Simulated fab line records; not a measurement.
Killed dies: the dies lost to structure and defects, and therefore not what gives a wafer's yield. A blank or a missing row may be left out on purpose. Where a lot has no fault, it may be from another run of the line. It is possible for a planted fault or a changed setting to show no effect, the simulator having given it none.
fab line records ; flow n5_finfet
record lots=7; wafers=21
route steps=1938 shown BEOL_M7@1305 BEOL_M8@1370 BEOL_M9@1431 BEOL_M10@1509
start_h: hours from the record's opening day to when the first of the lot's shown wafers began ; wait_h: hours from the lot's prior step to this one ; " repeats the value in the row above ; L1.1+2: a row that stands for several wafers ; - no value, or no start given ; * or withheld: withheld ; < > ~ a bound
route shown NAME@n: a module of which the file shows steps, and the number in the route of the first ; usual: mean/standard deviation taken from wafers without a fault ; same: alike in all rows ; chamber/n: place in a boat ; sites: each site's reading ; _std_site: standard deviation of those values ; _edge_site: the outer-site mean with the inner-site mean subtracted ; radius_mm: for every site, how far away it sits from the centre of the wafer ; mask NAME#n: copy n ; behind: the most recent tool/chamber to have shaped the wafer ; hold: reason for holding the lot/hours on hold/outcome of the hold ; device: the transistor (n, p or np) that didn't switch ; end of line: tests run on the same wafers once the route is complete ; for a step that has no rows: nothing shown but its recipe ; killed: count of dies lost to structure and defects at first sort (not the wafer's yield) ; map: a wafer's dies, marking killed ones x, the rest . and places with no die _
set.NAME: setting as actually run; set.NAME@STEP: the setting as run at that earlier step ; model.NAME: the simulator's own value behind a step, which no gauge read
lots where settings were altered on purpose, with a table for each step and a row for each wafer
## steps
# step N5_BEOL_M7_VIA_ETCH_34
# recipe chemistry=C4F6/O2; target=SiCOH_lowk; target_depth_a=1255; mask_material=SOC; taper_deg=4; time_s=50.5; ion_energy_ev=250; pressure_mtorr=30; source_w=345; bias_w=185; Ar_flow_sccm=300; C4F6_flow_sccm=10; O2_flow_sccm=10
lot.wafer;tool;chamber;start_h;wait_h;set.time_s;model.etch.depth_nm;model.SOC_of_BEOL_M7_COAT_63.thk_nm
L077.1;rie_diel-03;0;220.29;0.0;50.5;123.3;53.8
L077.3;rie_diel-03;2;220.29;0.0;50.5;125.8;53.6
L077.4;rie_diel-03;1;220.29;0.0;50.5;124.8;53.8
L081.3;rie_diel-03;1;252.78;0.0;50.5;125.8;53.6
L081.5;rie_diel-03;1;252.78;0.0;50.5;124;53.8
L081.6;rie_diel-03;3;252.78;0.0;45.69;114.5;54.2
L088.1+3;rie_diel-04;0,2;285.87;0.0;61.53;149.2;52.8
L088.5;rie_diel-04;0;285.87;0.0;50.5;123;53.8
L090.1;rie_diel-03;2;288.54;0.0;50.5;124.4;53.6
L090.4;rie_diel-03;2;288.54;0.0;50.5;123.2;53.8
L090.5;rie_diel-03;3;288.54;0.0;50.5;125.3;53.6
L091.3;rie_diel-03;0;311.23;0.0;50.5;126.4;53.8
L091.4;rie_diel-03;2;311.23;0.0;50.5;122.9;53.8
L091.6;rie_diel-03;2;311.23;0.0;50.5;122.8;53.8
L095.3;rie_diel-04;2;324.58;0.0;56.22;133.2;53.6
L095.4;rie_diel-04;2;324.58;0.0;56.22;134.4;53.6
L095.6;rie_diel-04;3;324.58;0.0;50.5;125.2;54
L096.1;rie_diel-02;3;341.92;0.0;50.5;127.3;54.2
L096.4;rie_diel-02;3;341.92;0.0;43.29;109.2;55
L096.5;rie_diel-02;0;341.92;0.0;50.5;124.9;54
# step N5_BEOL_M7_TRENCH_ETCH_37
# recipe chemistry=C4F6/O2; target_depth_a=934.78; target=SiCOH_lowk; time_s=31.2; ion_energy_ev=250; pressure_mtorr=30; source_w=345; bias_w=185; Ar_flow_sccm=300; C4F6_flow_sccm=10; O2_flow_sccm=10
# usual rf_vpp_V=667/11
lot.wafer;tool;chamber;start_h;wait_h;set.source_w;rf_vpp_V;model.BEOL_M7.feature_depth_nm;model.etch.depth_nm
L077.1;rie_diel-03;0;-;-;345;667;91.4;91.45
L077.3;rie_diel-03;2;-;-;381.2;640;95.8;95.76
L077.4;rie_diel-03;1;-;-;345;678;92.8;92.83
L081.3;rie_diel-03;1;-;-;364.6;658;94.4;94.4
L081.5;rie_diel-03;1;-;-;345;678;92.2;92.17
L081.6;rie_diel-03;3;-;-;364.6;649;95.2;95.28
L088.1;rie_diel-04;0;-;-;345;641;90.8;90.84
L088.3;rie_diel-04;2;-;-;381.8;636;94;94.01
L088.5;rie_diel-04;0;-;-;381.8;608;94.2;94.15
L090.1;rie_diel-03;2;-;-;345;674;92.8;92.74
L090.4;rie_diel-03;2;-;-;345;674;92.4;92.35
L090.5;rie_diel-03;3;-;-;345;666;93.4;93.34
L091.3;rie_diel-03;0;-;-;284.1;739;86.2;86.24
L091.4;rie_diel-03;2;-;-;284.1;743;85;84.95
L091.6;rie_diel-03;2;-;-;345;674;92.4;92.31
L095.3;rie_diel-04;2;-;-;310.1;705;86.6;86.63
L095.4;rie_diel-04;2;-;-;345;669;89.6;89.69
L095.6;rie_diel-04;3;-;-;345;664;93.4;93.33
L096.1;rie_diel-02;3;-;-;345;671;94.6;94.52
L096.4;rie_diel-02;3;-;-;316;702;91.4;91.48
L096.5;rie_diel-02;0;-;-;345;643;92.6;92.5
# step N5_BEOL_M7_ETCH_41
# recipe chemistry=CH3F/O2; target=SiCN; target_depth_a=319; taper_deg=2; time_s=57.8; ion_energy_ev=120; mask_material=TiN; pressure_mtorr=30; source_w=395; bias_w=75; Ar_flow_sccm=150; CH3F_flow_sccm=30; O2_flow_sccm=20
# step N5_BEOL_M7_STRIP_80
# recipe chemistry=N2/H2; time_s=10; power_w=450; temp_c=40; pressure_mtorr=20; rf_frequency_hz=6e+07; bias_power_w=7; n2_flow_sccm=200; h2_flow_sccm=200
# step N5_BEOL_M7_OCD_MEAS_38
# usual trench_depth_nm=92.8/1.5
lot.wafer;tool;chamber;start_h;wait_h;set.source_w@BEOL_M7_TRENCH_ETCH_37;trench_depth_nm
L077.1;ocd-02;-;220.54;-;345;92.1
L077.3;ocd-02;-;220.54;-;381.2;95.9
L077.4;ocd-02;-;220.54;-;345;93.1
L081.3;ocd-02;-;253.04;-;364.6;93.8
L081.5;ocd-02;-;253.04;-;345;91.8
L081.6;ocd-02;-;253.04;-;364.6;95.7
L088.1;ocd-01;-;286.11;-;345;90.8
L088.3;ocd-01;-;286.11;-;381.8;93.9
L088.5;ocd-01;-;286.11;-;381.8;94.0
L090.1;ocd-02;-;288.78;-;345;92.4
L090.4;ocd-02;-;288.78;-;345;92.0
L090.5;ocd-02;-;288.78;-;345;93.8
L091.3;ocd-02;-;311.48;-;284.1;86.3
L091.4;ocd-02;-;311.48;-;284.1;85.0
L091.6;ocd-02;-;311.48;-;345;92.5
L095.3;ocd-01;-;324.83;-;310.1;86.8
L095.4;ocd-01;-;324.83;-;345;89.6
L095.6;ocd-01;-;324.83;-;345;93.5
L096.1;ocd-01;-;342.17;-;345;94.2
L096.4;ocd-01;-;342.17;-;316;91.1
L096.5;ocd-01;-;342.17;-;345;92.3
# step N5_BEOL_M7_HM_STRIP_39
# recipe chemistry=peroxide_tin_strip; material=TiN; target_depth_a=250; temp_c=50; time_s=158
# step N5_BEOL_M7_SRD_40
# recipe time_s=30; temp_c=23; rinse_liquid=diw; dry=ipa_marangoni
# step N5_BEOL_M7_PRECLEAN_42
# recipe chemistry=residue_remover; time_s=60; temp_c=40
# step N5_BEOL_M7_SRD_43
# recipe time_s=30; temp_c=23; rinse_liquid=diw; dry=ipa_marangoni
# step N5_BEOL_M7_CD_MEAS_35
# recipe target_cd_nm=40; polarity=opening
# usual cd_nm=40.1/0.54
lot.wafer;tool;chamber;start_h;wait_h;set.dose_mj@BEOL_M7_EXPOSE_08;cd_nm
L077.1;cd_sem-02;-;220.69;0.0;66.97;39.2
L077.3;cd_sem-02;-;220.69;0.0;66.97;39.9
L077.4;cd_sem-02;-;220.69;0.0;66.97;39.6
L081.3;cd_sem-01;-;253.28;0.0;68.25;40.6
L081.5;cd_sem-01;-;253.28;0.0;68.25;40.7
L081.6;cd_sem-01;-;253.28;0.0;73.05;44.7
L088.1;cd_sem-03;-;286.27;0.0;72.08;42.8
L088.3;cd_sem-03;-;286.27;0.0;72.08;42.9
L088.5;cd_sem-03;-;286.27;0.0;68.25;40.5
L090.1;cd_sem-01;-;288.94;0.0;68.25;40.1
L090.4;cd_sem-01;-;288.94;0.0;68.25;40.3
L090.5;cd_sem-01;-;288.94;0.0;68.25;39.8
L091.3;cd_sem-02;-;311.63;0.0;68.25;40.1
L091.4;cd_sem-02;-;311.63;0.0;68.25;39.6
L091.6;cd_sem-02;-;311.63;0.0;68.25;40.0
L095.3;cd_sem-02;-;324.98;0.0;68.25;40.0
L095.4;cd_sem-02;-;324.98;0.0;68.25;39.6
L095.6;cd_sem-02;-;324.98;0.0;68.25;39.4
L096.1;cd_sem-01;-;342.32;0.0;68.25;40.6
L096.4;cd_sem-01;-;342.32;0.0;68.25;39.8
L096.5;cd_sem-01;-;342.32;0.0;71.12;42.1
# step N5_BEOL_M7_CURE_75
# recipe temp_c=370; time_s=120; ambient=DMADMS/He; material=SiCOH_lowk
# step N5_BEOL_M7_DEGAS_44
# recipe ambient=vacuum; temp_c=250; time_s=60
# step N5_BEOL_M7_ECD_50
# recipe material=Cu; target_thk_a=3000
# step N5_BEOL_M7_ANNEAL_51
# recipe temp_c=225; time_s=90; ambient=N2
# step N5_BEOL_M7_CMP_52
# recipe stop_on=SiCOH_lowk; t_overpolish_s=6.9; down_force_psi=1; platen_rpm=50; clearing_platen_down_force_psi=1.5; clearing_platen_rpm=50; post_cmp_clean=cu_alkaline; target_thk_nm=80; clearing_platen_pad_velocity_m_s=0.99484; pad_velocity_m_s=0.99484
lot.wafer;tool;chamber;start_h;wait_h;set.source_w@BEOL_M7_TRENCH_ETCH_37;model.Cu_of_BEOL_M7_ECD_50.thk_nm
L077.4;cmp-02;3;222.48;0.2;345;80.2
L077.3;cmp-02;0;222.48;0.2;381.2;82
L077.1;cmp-02;1;222.48;0.2;345;78.8
L081.3;cmp-02;0;255.52;0.3;364.6;80.2
L081.6;cmp-02;1;255.52;0.3;364.6;82.2
L081.5;cmp-02;2;255.52;0.3;345;78.2
L088.1;cmp-02;0;289.53;0.3;345;77.6
L088.3;cmp-02;1;289.53;0.3;381.8;82
L088.5;cmp-02;1;289.53;0.3;381.8;80.6
L090.1;cmp-04;1;293.10;0.3;345;78.4
L090.4;cmp-04;0;293.10;0.3;345;79.6
L090.5;cmp-04;1;293.10;0.3;345;79
L091.4;cmp-04;0;315.69;0.1;284.1;70.8
L091.3;cmp-04;1;315.69;0.1;284.1;71.8
L091.6;cmp-04;0;315.69;0.1;345;79.4
L095.4;cmp-01;1;330.42;0.2;345;73.8
L095.3;cmp-01;2;330.42;0.2;310.1;70
L095.6;cmp-01;3;330.42;0.2;345;77.6
L096.4;cmp-01;1;344.81;0.2;316;76
L096.1;cmp-01;2;344.81;0.2;345;78.4
L096.5;cmp-01;2;344.81;0.2;345;76.8
# step N5_BEOL_M7_THK_MEAS_53
# recipe thk_meas_gauge=xrf; reads=Cu_of_BEOL_M7_ECD_50
# usual M7_THK=80.1/2.2
lot.wafer;tool;chamber;start_h;wait_h;set.source_w@BEOL_M7_TRENCH_ETCH_37;M7_THK[nm]
L077.1;film_metro-01;-;222.74;-;345;79.8
L077.3;film_metro-01;-;222.74;-;381.2;83.5
L077.4;film_metro-01;-;222.74;-;345;81.4
L081.3;film_metro-02;-;255.70;-;364.6;80.9
L081.5;film_metro-02;-;255.70;-;345;78.6
L081.6;film_metro-02;-;255.70;-;364.6;82.9
L088.1;film_metro-01;-;289.82;-;345;79.8
L088.3;film_metro-01;-;289.82;-;381.8;83.9
L088.5;film_metro-01;-;289.82;-;381.8;82.7
L090.1;film_metro-01;-;293.39;-;345;80.0
L090.4;film_metro-01;-;293.39;-;345;81.1
L090.5;film_metro-01;-;293.39;-;345;80.7
L091.3;film_metro-02;-;315.99;-;284.1;72.5
L091.4;film_metro-02;-;315.99;-;284.1;71.4
L091.6;film_metro-02;-;315.99;-;345;80.3
L095.3;film_metro-02;-;330.65;-;310.1;70.8
L095.4;film_metro-02;-;330.65;-;345;74.1
L095.6;film_metro-02;-;330.65;-;345;78.6
L096.1;film_metro-01;-;345.10;-;345;79.6
L096.4;film_metro-01;-;345.10;-;316;76.9
L096.5;film_metro-01;-;345.10;-;345;77.7
# step N5_BEOL_M7_PRE_CLEAN_55
# recipe gas=NH3; time_s=15; temp_c=withheld; rf_power_w=300
# step N5_BEOL_M7_DEP_56
# recipe material=SiCN; target_thk_a=100; temp_c=withheld; precursor=3MS/NH3; pressure_torr=3; rf_w=202; time_s=17.5
# step N5_BEOL_M7_RS_MEAS_57
# recipe thk_meas_gauge=four-point-probe; reads=Cu_of_BEOL_M7_ECD_50+Co_of_BEOL_M7_CVD_78+TaN_of_BEOL_M7_ALD_77
# usual M7_RS=0.292/0.0092
lot.wafer;tool;chamber;start_h;wait_h;set.source_w@BEOL_M7_TRENCH_ETCH_37;M7_RS[ohm/sq]
L077.1;film_metro-01;-;222.87;0.1;345;0.291
L077.3;film_metro-01;-;222.87;0.1;381.2;0.278
L077.4;film_metro-01;-;222.87;0.1;345;0.286
L081.3;film_metro-02;-;255.83;0.1;364.6;0.286
L081.5;film_metro-02;-;255.83;0.1;345;0.294
L081.6;film_metro-02;-;255.83;0.1;364.6;0.277
L088.1;film_metro-01;-;289.95;0.1;345;0.297
L088.3;film_metro-01;-;289.95;0.1;381.8;0.278
L088.5;film_metro-01;-;289.95;0.1;381.8;0.284
L090.1;film_metro-01;-;293.52;0.1;345;0.293
L090.4;film_metro-01;-;293.52;0.1;345;0.287
L090.5;film_metro-01;-;293.52;0.1;345;0.291
L091.3;film_metro-02;-;316.12;0.1;284.1;0.326
L091.4;film_metro-02;-;316.12;0.1;284.1;0.332
L091.6;film_metro-02;-;316.12;0.1;345;0.289
L095.3;film_metro-01;-;330.78;0.1;310.1;0.336
L095.4;film_metro-01;-;330.78;0.1;345;0.314
L095.6;film_metro-01;-;330.78;0.1;345;0.297
L096.1;film_metro-01;-;345.26;0.1;345;0.293
L096.4;film_metro-01;-;345.26;0.1;316;0.303
L096.5;film_metro-01;-;345.26;0.1;345;0.300
# step N5_BEOL_M8_ETCH_65
# recipe chemistry=CF4; target=SiARC; target_depth_a=156; mask_material=CAR-EUV; time_s=26; ion_energy_ev=80; pressure_mtorr=40; source_w=545; bias_w=36; Ar_flow_sccm=100; cf4_flow_sccm=100; ends=cleared
# usual etch_rf_on_time_s=25.9/0.67
lot.wafer;tool;chamber;start_h;wait_h;set.source_w;etch_rf_on_time_s
L077.1;rie_diel-05;3;228.74;0.0;494.1;28.6
L077.3;rie_diel-05;1;228.74;0.0;545;25.4
L077.4;rie_diel-05;3;228.74;0.0;494.1;28.5
L081.3;rie_diel-06;3;261.55;0.0;545;25.5
L081.5;rie_diel-06;1;261.55;0.0;545;26.8
L081.6;rie_diel-06;0;261.55;0.0;545;26.2
L088.1;rie_diel-05;3;295.32;0.0;509.3;27.7
L088.3;rie_diel-05;1;295.32;0.0;545;25.1
L088.5;rie_diel-05;3;295.32;0.0;509.3;27.7
L090.1;rie_diel-06;1;300.34;0.0;545;26.8
L090.4;rie_diel-06;2;300.34;0.0;545;26.6
L090.5;rie_diel-06;1;300.34;0.0;545;26.8
L091.3;rie_diel-06;3;319.77;0.0;514.3;27.0
L091.4;rie_diel-06;2;319.77;0.0;514.3;27.8
L091.6;rie_diel-06;2;319.77;0.0;514.3;28.0
L095.3;rie_diel-06;0;336.56;0.0;545;26.7
L095.4;rie_diel-06;1;336.56;0.0;545;26.6
L095.6;rie_diel-06;2;336.56;0.0;545;26.8
L096.1;rie_diel-05;1;351.36;0.0;502.8;27.3
L096.4;rie_diel-05;0;351.36;0.0;545;25.3
L096.5;rie_diel-05;3;351.36;0.0;502.8;27.0
# step N5_BEOL_M9_EXPOSE_25
# recipe mask_id=V8; na=0.33; source_shape=annular; sigma_inner=0.4; sigma_outer=0.8; polarization=unpolarized; dose_mj=37.25
lot.wafer;tool;chamber;start_h;wait_h;mask;set.dose_mj
L077.1+3+4;euv_scanner-01;0;240.51;-;V8#0;37.25
L081.3;euv_scanner-02;0;268.41;-;V8#0;36.03
L081.5+6;euv_scanner-02;0;268.41;-;V8#0;37.25
L088.1+5;euv_scanner-02;0;308.45;-;V8#0;37.25
L088.3;euv_scanner-02;0;308.45;-;V8#0;36.42
L090.1+4+5;euv_scanner-02;0;312.39;-;V8#0;37.25
L091.3;euv_scanner-01;0;329.51;-;V8#0;38.83
L091.4+6;euv_scanner-01;0;329.51;-;V8#0;37.25
L095.3;euv_scanner-02;0;347.25;-;V8#0;36.07
L095.4+6;euv_scanner-02;0;347.25;-;V8#0;37.25
L096.1+4;euv_scanner-02;0;360.01;-;V8#0;37.25
L096.5;euv_scanner-02;0;360.01;-;V8#0;35.59
# step N5_BEOL_M9_PEB_26
# recipe peb_temp_c=100; peb_time_s=60; resist=CAR-EUV
# step N5_BEOL_M9_DEVELOP_27
# recipe develop_time_s=30; developer=TMAH; resist=CAR-EUV; rinse_liquid=surfactant_rinse; dry=air_spin; dev_temp_c=23
# step N5_BEOL_M9_CD_MEAS_28
# recipe target_cd_nm=70; landing_energy_ev=500; detector=se_inlens; polarity=opening
# usual cd_nm=69.94/0.25
lot.wafer;tool;chamber;start_h;wait_h;set.dose_mj@BEOL_M9_EXPOSE_25;cd_nm
L077.1;cd_sem-01;0;240.64;-;37.25;69.86
L077.3;cd_sem-01;0;240.64;-;37.25;69.87
L077.4;cd_sem-01;0;240.64;-;37.25;69.84
L081.3;cd_sem-01;0;268.53;-;36.03;69.06
L081.5;cd_sem-01;0;268.53;-;37.25;69.98
L081.6;cd_sem-01;0;268.53;-;37.25;69.91
L088.1;cd_sem-02;0;308.58;-;37.25;70.17
L088.3;cd_sem-02;0;308.58;-;36.42;69.18
L088.5;cd_sem-02;0;308.58;-;37.25;69.93
L090.1;cd_sem-01;0;312.52;-;37.25;69.68
L090.4;cd_sem-01;0;312.52;-;37.25;70.14
L090.5;cd_sem-01;0;312.52;-;37.25;69.95
L091.3;cd_sem-02;0;329.63;-;38.83;70.88
L091.4;cd_sem-02;0;329.63;-;37.25;70.21
L091.6;cd_sem-02;0;329.63;-;37.25;70.14
L095.3;cd_sem-03;0;347.36;-;36.07;69.38
L095.4;cd_sem-03;0;347.36;-;37.25;70.36
L095.6;cd_sem-03;0;347.36;-;37.25;69.81
L096.1;cd_sem-01;0;360.14;-;37.25;69.67
L096.4;cd_sem-01;0;360.14;-;37.25;70.44
L096.5;cd_sem-01;0;360.14;-;35.59;68.51
# step N5_BEOL_M9_ETCH_65
# recipe chemistry=CF4; target=SiARC; target_depth_a=156; mask_material=CAR-EUV; time_s=26; ion_energy_ev=80; pressure_mtorr=40; source_w=545; bias_w=36; Ar_flow_sccm=100; cf4_flow_sccm=100; ends=cleared
# usual etch_rf_on_time_s=26.1/0.46; rf_vpp_V=183.8/1.1
lot.wafer;tool;chamber;start_h;wait_h;set.bias_w;etch_rf_on_time_s;rf_vpp_V
L077.1;rie_diel-03;3;241.15;0.0;36;25.9;184.9
L077.3;rie_diel-03;2;241.15;0.0;29.86;28.1;163.4
L077.4;rie_diel-03;2;241.15;0.0;36;26.4;183.5
L081.3;rie_diel-03;2;268.74;0.0;36;26.2;182.3
L081.5;rie_diel-03;3;268.74;0.0;36;25.7;183.7
L081.6;rie_diel-03;2;268.74;0.0;39.81;25.0;196.3
L088.1;rie_diel-03;1;308.75;0.0;33.24;26.2;175.1
L088.3;rie_diel-03;3;308.75;0.0;36;26.0;186.3
L088.5;rie_diel-03;0;308.75;0.0;36;25.9;183.8
L090.1;rie_diel-04;0;312.80;0.0;36;25.8;182.7
L090.4;rie_diel-04;1;312.80;0.0;36;26.2;183.5
L090.5;rie_diel-04;1;312.80;0.0;36;26.3;183.2
L091.3;rie_diel-03;2;330.21;0.0;39.88;25.6;195.7
L091.4;rie_diel-03;1;330.21;0.0;36;25.8;185.4
L091.6;rie_diel-03;2;330.21;0.0;39.88;25.7;196.6
L095.3;rie_diel-03;3;347.53;0.0;36;26.1;184.3
L095.4;rie_diel-03;1;347.53;0.0;36;25.4;185.1
L095.6;rie_diel-03;0;347.53;0.0;38.88;24.9;193.0
L096.1;rie_diel-04;2;360.31;0.0;36;26.6;182.5
L096.4;rie_diel-04;1;360.31;0.0;39.64;25.3;193.8
L096.5;rie_diel-04;1;360.31;0.0;39.64;25.4;194.4
# step N5_BEOL_M10_VIA_ETCH_34
# recipe chemistry=C4F6/O2; target=SiCOH_lowk; target_depth_a=1845; mask_material=SOC; taper_deg=4; time_s=69.2; ion_energy_ev=250; pressure_mtorr=30; source_w=345; bias_w=185; Ar_flow_sccm=300; C4F6_flow_sccm=10; O2_flow_sccm=10
lot.wafer;tool;chamber;start_h;wait_h;set.time_s;model.etch.depth_nm;model.SOC_of_BEOL_M10_COAT_63.thk_nm
L077.1;rie_diel-06;2;248.62;0.0;69.2;182.1;92
L077.3;rie_diel-06;3;248.62;0.0;69.2;184.6;92.2
L077.4;rie_diel-06;0;248.62;0.0;69.2;180;92
L081.3;rie_diel-01;2;276.95;0.0;69.2;181;92
L081.5;rie_diel-01;1;276.95;0.0;69.2;178.5;92.6
L081.6;rie_diel-01;2;276.95;0.0;69.2;180.5;92.4
L088.1;rie_diel-06;2;317.62;0.0;69.2;183.4;92
L088.3;rie_diel-06;1;317.62;0.0;69.2;183.2;91.6
L088.5;rie_diel-06;0;317.62;0.0;69.2;178.8;92
L090.1;rie_diel-01;3;321.60;0.0;69.2;189.9;92.4
L090.4;rie_diel-01;1;321.60;0.0;69.2;180;92.6
L090.5;rie_diel-01;0;321.60;0.0;69.2;185.7;92.2
L091.3;rie_diel-05;2;338.87;0.0;84.12;225;90.6
L091.4;rie_diel-05;2;338.87;0.0;84.12;225.3;90.6
L091.6;rie_diel-05;0;338.87;0.0;69.2;191.8;91.8
L095.3;rie_diel-05;2;354.91;0.0;81.62;217;91.4
L095.4;rie_diel-05;1;354.91;0.0;69.2;188.4;92.2
L095.6;rie_diel-05;0;354.91;0.0;81.62;222.8;91
L096.1;rie_diel-05;0;371.86;0.0;69.2;188.9;92
L096.4;rie_diel-05;3;371.86;0.0;74.19;201.5;91.6
L096.5;rie_diel-05;3;371.86;0.0;69.2;185;92.6
## key
split step=N5_BEOL_M7_VIA_ETCH_34; setting=time_s; stated=50.5; by=wafer
response step=N5_BEOL_M7_VIA_ETCH_34; reading=model.etch.depth_nm; change=+1.12; per=1%; r=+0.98
response step=N5_BEOL_M7_VIA_ETCH_34; reading=model.SOC_of_BEOL_M7_COAT_63.thk_nm; change=-0.0489; per=1%; r=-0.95
split step=N5_BEOL_M7_TRENCH_ETCH_37; setting=source_w; stated=345; by=wafer
response step=N5_BEOL_M7_TRENCH_ETCH_37; reading=rf_vpp_V; change=-3.56; per=1%; r=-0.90
response step=N5_BEOL_M7_TRENCH_ETCH_37; reading=model.BEOL_M7.feature_depth_nm; change=+0.374; per=1%; r=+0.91
response step=N5_BEOL_M7_TRENCH_ETCH_37; reading=model.etch.depth_nm; change=+0.368; per=1%; r=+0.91
response step=N5_BEOL_M7_OCD_MEAS_38; reading=trench_depth_nm; change=+0.367; per=1%; r=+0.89
response step=N5_BEOL_M7_CMP_52; reading=model.Cu_of_BEOL_M7_ECD_50.thk_nm; change=+0.401; per=1%; r=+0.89
response step=N5_BEOL_M7_THK_MEAS_53; reading=M7_THK; change=+0.411; per=1%; r=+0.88
response step=N5_BEOL_M7_RS_MEAS_57; reading=M7_RS; change=-0.00191; per=1%; r=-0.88
split step=N5_BEOL_M8_ETCH_65; setting=source_w; stated=545; by=wafer
response step=N5_BEOL_M8_ETCH_65; reading=etch_rf_on_time_s; change=*; per=1%; r=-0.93
split step=N5_BEOL_M9_EXPOSE_25; setting=dose_mj; stated=37.25; by=wafer
response step=N5_BEOL_M9_CD_MEAS_28; reading=cd_nm; change=+0.267; per=1%; r=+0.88
split step=N5_BEOL_M9_ETCH_65; setting=bias_w; stated=36; by=wafer
response step=N5_BEOL_M9_ETCH_65; reading=etch_rf_on_time_s; change=*; per=1%; r=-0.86
response step=N5_BEOL_M9_ETCH_65; reading=rf_vpp_V; change=+1.17; per=1%; r=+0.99
split step=N5_BEOL_M10_VIA_ETCH_34; setting=time_s; stated=69.2; by=wafer
response step=N5_BEOL_M10_VIA_ETCH_34; reading=model.etch.depth_nm; change=+1.66; per=1%; r=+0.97
response step=N5_BEOL_M10_VIA_ETCH_34; reading=model.SOC_of_BEOL_M10_COAT_63.thk_nm; change=-0.0582; per=1%; r=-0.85
split outside_this_file step=N5_BEOL_M7_EXPOSE_08 setting=dose_mj
# split outside_this_file: this setting was split too, and the file shows its column; the key of that split is in another file
